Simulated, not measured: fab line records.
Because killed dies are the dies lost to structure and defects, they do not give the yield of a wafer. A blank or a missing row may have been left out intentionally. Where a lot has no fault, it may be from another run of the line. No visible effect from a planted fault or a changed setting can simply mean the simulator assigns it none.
Matching of chambers    flow nand_harc    NHARC_A_CONTACT_CMP_20 on cmp-02: 4 sister chambers
The step polishes, t overpolish 30 s, target thk 300 nm. 8 wafers are shown with their chamber, then 10 later ones without.

## WAFERS PAIRED WITH THEIR CHAMBERS
wafer   chamber  motor_current_A (A)  time_to_endpoint_s (s)
L086.2  2        11.6                 65
L086.3  1        11.6                 60
L086.5  0        12.7                 58
L088.1  3        13.2                 63
L088.2  0        13.7                 65
L088.4  2        12.4                 65
L094.2  1        11.1                 57
L094.4  3        13.7                 55

## WAFERS WITHOUT THEIR CHAMBER
wafer   motor_current_A (A)  time_to_endpoint_s (s)
L094.5  11.6                 55
L096.2  13.1                 59
L096.3  11.2                 65
L096.5  11.2                 62
L095.3  13.0                 58
L095.5  13.4                 61
L095.6  11.2                 60
L097.2  12.6                 55
L097.3  11.2                 56
L097.4  12.5                 55

## CHAMBER TAKEN BY EACH
wafer   from the rows above                in truth
L094.5  can't be placed: 1 or 2            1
L096.2  can't be placed: 0 or 3 or 2       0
L096.3  can't be placed: 2 or 1            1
L096.5  can't be placed: 1 or 2            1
L095.3  can't be placed: 3 or 0 or 2       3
L095.5  can't be placed: 0 or 3            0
L095.6  can't be placed: 1 or 2            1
L097.2  can't be placed: 3 or 0 or 1 or 2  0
L097.3  1                                  1
L097.4  can't be placed: 3 or 0 or 1 or 2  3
Correct placement for 1 of the 10. Unplaceable from these rows: 9, with the true chamber sitting among the candidates in 9. Wrongly placed: 0.
How it was worked out, from the rows above alone: a wafer's distance from a chamber is the root of the sum, over the readings, of the square of ((its reading less the chamber's mean) divided by the reading's scatter). The wafer belongs to the nearest chamber; if the next one is less than 2 further off, it can't be placed. A chamber's mean is the mean of its shown wafers. The scatter: the root of (the sum of the squares of (reading less its chamber's mean) over the shown wafers, divided by (wafers less chambers)).
